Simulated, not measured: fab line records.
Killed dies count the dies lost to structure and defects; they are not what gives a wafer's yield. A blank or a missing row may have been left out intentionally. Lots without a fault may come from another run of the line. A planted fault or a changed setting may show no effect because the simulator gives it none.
3 desks looking at one fault || flow n5 finfet || what lay behind the numbers comes last; until then each desk has only its own

## FROM THE METROLOGY DESK
What the gauges read for every lot (on any tool): the sampled wafers with a number, averaged. Marked OUT: a lot whose mean sits more than 4 standard deviations from the usual mean, which makes it out of limits; the brackets give that distance. Shown here are 7 of its 12 readings, the ones lying furthest out on some lot.
Columns: A = DIBL_N at N5_BEOL_M4_RC_MEAS_101, usual 36.0 mV/V; B = DIBL_P at N5_BEOL_M4_RC_MEAS_101, usual 36.2 mV/V; C = IOFF_N at N5_BEOL_M4_RC_MEAS_101, usual 0.154 nA/um; D = IOFF_P at N5_BEOL_M4_RC_MEAS_101, usual 0.21 nA/um; E = ION_P at N5_BEOL_M4_RC_MEAS_101, usual 463 uA/um; F = VT_N at N5_BEOL_M4_RC_MEAS_101, usual 250.2 mV; G = VT_P at N5_BEOL_M4_RC_MEAS_101, usual -251 mV
{"lot": "L342", "first seen here": "day 4 14:33", "A": 38.3, "B": 37.4, "C": 0.164, "D": 0.23, "E": 461, "F": 251.6, "G": -249}
{"lot": "L345", "first seen here": "day 4 22:16", "A": 35.6, "B": 36.4, "C": 0.147, "D": 0.19, "E": 466, "F": 249.3, "G": -250}
{"lot": "L348", "first seen here": "day 5 18:13", "A": 36.0, "B": 35.9, "C": 0.136, "D": 0.18, "E": 455, "F": 251.6, "G": -254}
{"lot": "L357", "first seen here": "day 8 01:11", "A": 33.4, "B": 32.1, "C": 0.116, "D": 0.15, "E": 448, "F": 256.3, "G": -257}
{"lot": "L361", "first seen here": "day 9 01:43", "A": 37.0, "B": 37.3, "C": 0.164, "D": 0.20, "E": 458, "F": 249.0, "G": -250}
{"lot": "L363", "first seen here": "day 9 13:35", "A": 38.3, "B": 38.3, "C": 0.207, "D": 0.29, "E": 475, "F": 246.3, "G": -245}
This desk's finding: nothing out of limits on any of the 6 lots.

## THE DEFECT DESK
What the inspections along the route counted, lot by lot: means of the sampled wafers that have a number. Marked OUT: a lot whose mean sits more than 4 standard deviations from the usual mean, which makes it out of limits; the brackets give that distance.
Columns: A = raw defect count at N5_HKMG_FIN_INSPECT_61, usual 2.0
{"lot": "L342", "first seen here": "day 4 14:37", "A": 0.7}
{"lot": "L345", "first seen here": "day 4 22:19", "A": 1.7}
{"lot": "L348", "first seen here": "day 5 18:16", "A": 2.3}
{"lot": "L357", "first seen here": "day 8 01:14", "A": 2.5}
{"lot": "L361", "first seen here": "day 9 01:46", "A": 2.0}
{"lot": "L363", "first seen here": "day 9 13:38", "A": 2.0}
This desk's finding: nothing out of limits on any of the 6 lots.

## FOR THE TOOL OWNER'S DESK: rie diel-01
The tool's own readings at N5_HKMG_FIN_ETCH_55 (etches SOC in N2/H2, target depth 240 nm, time 300 s): means of the sampled wafers that have a number, for each lot that ran on this tool. Marked OUT: a lot whose mean sits more than 4 standard deviations from the usual mean, which makes it out of limits; the brackets give that distance.
Columns: A = drypump motor current A at N5_HKMG_FIN_ETCH_55, usual 5.8 A; B = n2 flow sccm at N5_HKMG_FIN_ETCH_55, usual 200.1 sccm; C = oes product au at N5_HKMG_FIN_ETCH_55, usual 0.81 a.u.; D = rf vpp V at N5_HKMG_FIN_ETCH_55, usual 523.6 V; E = showerhead plenum p Torr at N5_HKMG_FIN_ETCH_55, usual 2.53 Torr; F = throttle valve pct at N5_HKMG_FIN_ETCH_55, usual 17.78 %
{"lot": "L342", "first seen here": "day 4 14:44", "A": 6.0, "B": 199.6, "C": 0.81, "D": 524.1, "E": 2.53, "F": 17.73}
{"lot": "L357", "first seen here": "day 8 01:25", "A": 5.8, "B": 199.8, "C": 0.90, "D": 524.0, "E": 2.53, "F": 17.91}
{"lot": "L361", "first seen here": "day 9 01:53", "A": 5.7, "B": 199.9, "C": 1.07, "D": 518.5, "E": 2.38, "F": 17.73}
This desk's finding: nothing out of limits on any of the 3 lots.

## ALL TOGETHER
Metrology desk: nothing out of limits seen.
Nothing out of limits was seen by the defect desk.
The desk of the tool owner found nothing out of limits.

## WHAT HAD BEEN PUT IN BY THE SIMULATOR
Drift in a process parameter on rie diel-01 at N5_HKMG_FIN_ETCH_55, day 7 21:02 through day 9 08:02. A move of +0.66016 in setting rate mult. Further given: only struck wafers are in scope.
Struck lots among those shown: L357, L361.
